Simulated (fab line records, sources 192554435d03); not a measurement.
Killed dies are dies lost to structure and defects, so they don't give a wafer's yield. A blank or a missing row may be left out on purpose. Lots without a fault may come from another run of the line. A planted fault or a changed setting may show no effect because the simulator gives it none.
Chamber matching | flow n5_finfet | N5_GATE_CUT_SAC_CAP_01 on ald_sin-02: 4 sister chambers
The step material SiNx, target thk 24 nm, pulse time 1 s, ald cycles 480. 4 wafers are shown with their chamber, then 7 later ones without.

WAFERS WITH THEIR CHAMBER
wafer  | chamber | heater_power_w (W)
L075.4 | 3       | 802
L078.1 | 2       | 852
L078.3 | 0       | 844
L081.5 | 1       | 963

WAFERS WITHOUT THEIR CHAMBER
wafer  | heater_power_w (W)
L081.6 | 838
L087.1 | 802
L087.3 | 966
L087.4 | 861
L094.3 | 1004
L094.5 | 824
L094.6 | 803

WHICH CHAMBER EACH WENT THROUGH
wafer  | from the rows above          | in truth
L081.6 | can't be placed: 0 or 2 or 3 | 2
L087.1 | 3                            | 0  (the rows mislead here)
L087.3 | 1                            | 1
L087.4 | can't be placed: 2 or 0      | 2
L094.3 | 1                            | 1
L094.5 | can't be placed: 0 or 3 or 2 | 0
L094.6 | 3                            | 3
Placed correctly: 3 of 7. Can't be placed from these rows: 3 (the true chamber is among the candidates in 3). Placed wrongly: 1.
How it was worked out, from the rows above alone: a wafer's distance from a chamber is the root of the sum, over the readings, of the square of ((its reading less the chamber's mean) divided by the reading's scatter). The wafer belongs to the nearest chamber; if the next one is less than 2 further off, it can't be placed. A chamber's mean is the mean of its shown wafers. The scatter: with one shown wafer a chamber, the root of the mean of the squares of how far each hidden wafer lies from its nearest shown one.
